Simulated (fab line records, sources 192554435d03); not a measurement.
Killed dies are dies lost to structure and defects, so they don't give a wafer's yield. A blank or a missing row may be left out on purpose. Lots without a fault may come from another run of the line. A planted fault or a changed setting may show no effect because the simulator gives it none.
Chamber matching | flow n5_finfet | N5_BEOL_M5_STRIP_64 on rie_diel-06: 4 sister chambers
The step strips in CF4. 16 wafers are shown with their chamber, then 8 later ones without.

WAFERS WITH THEIR CHAMBER
wafer  | chamber | showerhead_plenum_p_Torr (Torr) | throttle_valve_pct (%) | oes_product_au (a.u.)
L074.1 | 0       | 1.88                            | 13.31                  | 0.82
L074.3 | 1       | 1.79                            | 13.76                  | 0.72
L074.5 | 1       | 1.79                            | 13.74                  | 0.72
L081.2 | 2       | 1.76                            | 13.15                  | 0.90
L081.3 | 0       | 1.88                            | 13.31                  | 0.81
L081.5 | 2       | 1.76                            | 13.16                  | 0.89
L090.1 | 0       | 1.87                            | 13.40                  | 0.78
L090.3 | 1       | 1.78                            | 13.81                  | 0.70
L090.6 | 3       | 1.77                            | 13.73                  | 0.71
L089.3 | 1       | 1.78                            | 13.82                  | 0.69
L089.5 | 0       | 1.87                            | 13.39                  | 0.78
L089.6 | 1       | 1.78                            | 13.83                  | 0.70
L091.1 | 2       | 1.76                            | 13.24                  | 0.83
L091.2 | 1       | 1.78                            | 13.81                  | 0.69
L091.3 | 0       | 1.87                            | 13.39                  | 0.78
L087.1 | 1       | 1.78                            | 13.82                  | 0.69

SIGNATURES (means of the wafers above)
reading                  | chamber 0 | chamber 1 | chamber 2 | chamber 3 | scatter within a chamber
showerhead_plenum_p_Torr | 1.8740    | 1.7829    | 1.7600    | 1.7700    | 0.00468
throttle_valve_pct       | 13.3600   | 13.7986   | 13.1833   | 13.7300   | 0.0412
oes_product_au           | 0.7940    | 0.7014    | 0.8733    | 0.7100    | 0.0214
Rule: a wafer's distance from a chamber is the root of the sum, over the readings, of the square of ((its reading less the chamber's mean) divided by the reading's scatter). The wafer belongs to the nearest chamber; if the next one is less than 2 further off, it can't be placed. The scatter: the root of (the sum of the squares of (reading less its chamber's mean) over the shown wafers, divided by (wafers less chambers)).

WAFERS WITHOUT THEIR CHAMBER
wafer  | showerhead_plenum_p_Torr (Torr) | throttle_valve_pct (%) | oes_product_au (a.u.)
L087.2 | 1.77                            | 13.73                  | 0.71
L087.3 | 1.76                            | 13.25                  | 0.82
L093.2 | 1.77                            | 13.74                  | 0.70
L093.3 | 1.78                            | 13.83                  | 0.69
L093.6 | 1.87                            | 13.40                  | 0.78
L086.3 | 1.76                            | 13.22                  | 0.83
L086.4 | 1.78                            | 13.84                  | 0.69
L086.5 | 1.87                            | 13.40                  | 0.78

WHICH CHAMBER EACH WENT THROUGH
wafer  | from the rows above | in truth
L087.2 | 3                   | 3
L087.3 | 2                   | 2
L093.2 | 3                   | 3
L093.3 | 1                   | 1
L093.6 | 0                   | 0
L086.3 | 2                   | 2
L086.4 | 1                   | 1
L086.5 | 0                   | 0
Placed correctly: 8 of 8. Can't be placed from these rows: 0. Placed wrongly: 0.
